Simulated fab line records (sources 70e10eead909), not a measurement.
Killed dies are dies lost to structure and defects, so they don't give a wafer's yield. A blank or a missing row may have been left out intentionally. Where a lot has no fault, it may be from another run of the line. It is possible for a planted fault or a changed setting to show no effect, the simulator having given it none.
Which of the tools did it? -- flow nand_harc -- 12 lots, 36 wafers sampled, at 5 steps of a route of 1302

## WHAT EACH GAUGE READ, for each wafer
NHARC_END_SORT_01. Usual: killed_at_array 61, standard deviation 26; killed_at_other 0.8, standard deviation 1.1; killed_at_periphery 4.0, standard deviation 2.6; killed_dies 66, standard deviation 26; killed_open 3.1, standard deviation 1.7; killed_short 2.5, standard deviation 1.5.
lot,measured,on,killed_at_array,killed_at_other,killed_at_periphery,killed_dies,killed_open,killed_short,flag
L306,day 27 18:48,prober-02,83 103 670,2 1 0,1 2 7,86 106 677,2 3 2,4 2 2,OFF
L308,day 28 19:53,prober-01,672 50 674,1 0 0,4 2 3,677 52 677,5 0 3,2 2 3,OFF

## TOOL THAT RAN EACH LOT (tool first, then ch and the chambers of the sampled wafers, then the start)
lot,NHARC_A_STAIRCASE_TRIM_14,NHARC_A_STAIRCASE_ETCH_15,NHARC_A_STAIRCASE_ETCH_21,NHARC_A_STAIRCASE_ETCH_23
L299,"rie_diel-02 ch 0,2, day 15 17:25","rie_diel-02 ch 0,1,2, no start","rie_diel-02 ch 0,1,2, no start","rie_diel-02 ch 0,2,3, no start"
L306,"rie_diel-02 ch 0,2,3, day 19 07:22","rie_diel-02 ch 0,1, day 27 18:48 or earlier","rie_diel-02 ch 1,2, day 27 18:48 or earlier","rie_diel-02 ch 0,2,3, day 27 18:48 or earlier"
L308,"rie_diel-02 ch 0,3, day 20 03:32","rie_diel-02 ch 2,3, day 28 19:53 or earlier","rie_diel-02 ch 1,2,3, day 28 19:53 or earlier","rie_diel-02 ch 1,2,3, day 28 19:53 or earlier"
L311,"rie_diel-09 ch 0,1,2, day 20 11:20","rie_diel-09 ch 0,1,2, no start","rie_diel-02 ch 0,3, no start","rie_diel-02 ch 2,3, no start"
L312,"rie_diel-10 ch 0,1,3, day 21 17:58","rie_diel-10 ch 0,3, no start","rie_diel-10 ch 0,1,2, no start","rie_diel-10 ch 0,2,3, no start"
L313,"rie_diel-10 ch 2,3, day 21 18:42","rie_diel-10 ch 0,3, no start","rie_diel-02 ch 2,3, no start","rie_diel-02 ch 0,1,3, no start"
L314,"rie_diel-10 ch 0,1,3, day 22 13:29","rie_diel-10 ch 0,2,3, no start","rie_diel-02 ch 1,2,3, no start","rie_diel-02 ch 1,2,3, no start"
L317,"rie_diel-09 ch 0,1,2, day 23 03:43","rie_diel-09 ch 0,2,3, no start","rie_diel-09 ch 0,2,3, no start","rie_diel-09 ch 0,1,3, no start"
L316,"rie_diel-02 ch 0,1,2, day 23 04:07","rie_diel-02 ch 0,3, no start","rie_diel-02 ch 1,3, no start","rie_diel-02 ch 0,2, no start"
L318,"rie_diel-10 ch 0,2,3, day 24 04:43","rie_diel-10 ch 1,2,3, no start","rie_diel-09 ch 0,2,3, no start","rie_diel-09 ch 2,3, no start"
L319,"rie_diel-09 ch 0,2,3, day 24 05:50","rie_diel-09 ch 0,2,3, no start","rie_diel-10 ch 0,2,3, no start","rie_diel-10 ch 0,1,2, no start"
L320,"rie_diel-02 ch 0, day 24 19:31","rie_diel-10 ch 1,3, day 24 19:55","rie_diel-09 ch 0,1,3, no start","rie_diel-09 ch 0,1,3, no start"
- NHARC_A_STAIRCASE_TRIM_14: chemistry O2, time 211.2 s.
- NHARC_A_STAIRCASE_ETCH_15: etches the open film in C4F8/O2, target depth 100 nm, time 40.5 s.
- NHARC_A_STAIRCASE_ETCH_21: etches the open film in C4F8/O2, target depth 100 nm, time 40.5 s.
- NHARC_A_STAIRCASE_ETCH_23: etches the open film in C4F8/O2, target depth 100 nm, time 40.5 s.

## WHAT THE TOOLS THEMSELVES READ (means of the sampled wafers that have a number; where no wafer has one, the mark that the record gives instead)
NHARC_A_STAIRCASE_TRIM_14. Usual: drypump_motor_current_A 6.0 A, standard deviation 0.34; oes_product_au 0.999 a.u., standard deviation 0.01; rf_vpp_V 57.8 V, standard deviation 0.88; showerhead_plenum_p_Torr 3.51 Torr, standard deviation 0.13; throttle_valve_pct 17.037 %, standard deviation 0.0086.
lot,tool,drypump_motor_current_A (A),oes_product_au (a.u.),rf_vpp_V (V),showerhead_plenum_p_Torr (Torr),throttle_valve_pct (%),flag
L299,rie_diel-02,6.4,0.999,58.4,3.78,17.038,
L306,rie_diel-02,6.0,1.137,57.4,3.65,17.036,OFF
L308,rie_diel-02,5.7,1.289,57.8,3.52,17.036,OFF
L311,rie_diel-09,6.2,0.998,57.2,3.41,17.030,
L312,rie_diel-10,5.7,0.997,58.9,3.48,17.042,
L313,rie_diel-10,5.9,0.999,57.4,3.46,17.044,
L314,rie_diel-10,5.6,0.997,58.0,3.48,17.025,
L317,rie_diel-09,6.1,1.009,57.8,3.40,17.045,
L316,rie_diel-02,6.2,0.999,58.1,3.70,17.032,
L318,rie_diel-10,5.9,0.989,58.0,3.44,17.035,
L319,rie_diel-09,6.0,1.000,57.0,3.42,17.034,
L320,rie_diel-02,6.1,1.000,58.7,3.75,17.041,

NHARC_A_STAIRCASE_ETCH_15. Usual: oes_product_au 0.943 a.u., standard deviation 0.018; rf_fwd_power_W 592 W, standard deviation 3.5; rf_vpp_V 895 V, standard deviation 4.5.
lot,tool,oes_product_au (a.u.),rf_fwd_power_W (W),rf_vpp_V (V),flag
L299,rie_diel-02,0.950,595,904,
L306,rie_diel-02,0.961,595,901,
L308,rie_diel-02,0.942,593,897,
L311,rie_diel-09,0.935,591,892,
L312,rie_diel-10,0.917,591,893,
L313,rie_diel-10,0.934,594,892,
L314,rie_diel-10,0.926,594,893,
L317,rie_diel-09,0.935,592,893,
L316,rie_diel-02,0.927,595,895,
L318,rie_diel-10,0.938,590,894,
L319,rie_diel-09,0.947,595,892,
L320,rie_diel-10,0.997,591,894,OFF

NHARC_A_STAIRCASE_ETCH_21. Usual: oes_product_au 0.946 a.u., standard deviation 0.015; rf_fwd_power_W 592 W, standard deviation 3.6; rf_vpp_V 896 V, standard deviation 5.
lot,tool,oes_product_au (a.u.),rf_fwd_power_W (W),rf_vpp_V (V),flag
L299,rie_diel-02,0.943,595,902,
L306,rie_diel-02,0.944,595,903,
L308,rie_diel-02,0.939,595,898,
L311,rie_diel-02,0.938,594,895,
L312,rie_diel-10,0.938,591,894,
L313,rie_diel-02,0.936,594,899,
L314,rie_diel-02,0.940,595,898,
L317,rie_diel-09,0.947,596,892,
L316,rie_diel-02,0.933,593,894,
L318,rie_diel-09,0.949,592,893,
L319,rie_diel-10,0.936,591,893,
L320,rie_diel-09,0.946,590,893,

NHARC_A_STAIRCASE_ETCH_23. Usual: oes_product_au 0.945 a.u., standard deviation 0.011; rf_fwd_power_W 592 W, standard deviation 3.7; rf_vpp_V 896 V, standard deviation 5.1.
lot,tool,oes_product_au (a.u.),rf_fwd_power_W (W),rf_vpp_V (V),flag
L299,rie_diel-02,0.942,592,900,
L306,rie_diel-02,0.933,595,901,
L308,rie_diel-02,0.945,593,897,
L311,rie_diel-02,0.935,595,894,
L312,rie_diel-10,0.937,594,893,
L313,rie_diel-02,0.944,593,898,
L314,rie_diel-02,0.951,593,897,
L317,rie_diel-09,0.942,589,894,
L316,rie_diel-02,0.940,594,903,
L318,rie_diel-09,0.937,594,893,
L319,rie_diel-10,0.941,590,894,
L320,rie_diel-09,0.951,592,895,

## THE ANSWER, worked out from the rows above alone
Rule: take the mean of a lot's wafers that have a number; if it is more than 3 standard deviations from the usual mean, the lot is off. Also off: a lot with no number at a reading for which 4 or more lots have one. Where the step has rows for the other lots, those lots are counted as sound. After the gauges, taken in route order, come the tools' own readings; for these a lot's mean is taken, as printed above. The first step at which some lot is off is used, and at that step the reading that is off furthest; a lot without a number counts as furthest.
Off: L306, L308 (NHARC_END_SORT_01, killed_at_array). Neither off nor sound, because the step has no rows for them: L299, L311, L312, L313, L314, L317, L316, L318, L319, L320.
If a tool, at a process step before that reading, ran all the lots that are off and no sound lot after the first of them, it fits. Not tried: the gauges at NHARC_END_SORT_01; whatever is off there is also off at NHARC_A_STAIRCASE_TRIM_14, on other tools, and gauge error can't account for it. NHARC_A_STAIRCASE_ETCH_15 gives no start for some lots, so the hours and the order of its lots are those of NHARC_END_SORT_01. NHARC_A_STAIRCASE_ETCH_21 gives no start for some lots, so the hours and the order of its lots are those of NHARC_END_SORT_01. NHARC_A_STAIRCASE_ETCH_23 gives no start for some lots, so the hours and the order of its lots are those of NHARC_END_SORT_01. One candidate fits, namely rie_diel-02 at NHARC_A_STAIRCASE_TRIM_14 and NHARC_A_STAIRCASE_ETCH_15 and NHARC_A_STAIRCASE_ETCH_21 and NHARC_A_STAIRCASE_ETCH_23. It ran no sound lot before its first lot that is off in this sample, so the start can't be narrowed down.

## WHAT THE SIMULATOR PUT IN
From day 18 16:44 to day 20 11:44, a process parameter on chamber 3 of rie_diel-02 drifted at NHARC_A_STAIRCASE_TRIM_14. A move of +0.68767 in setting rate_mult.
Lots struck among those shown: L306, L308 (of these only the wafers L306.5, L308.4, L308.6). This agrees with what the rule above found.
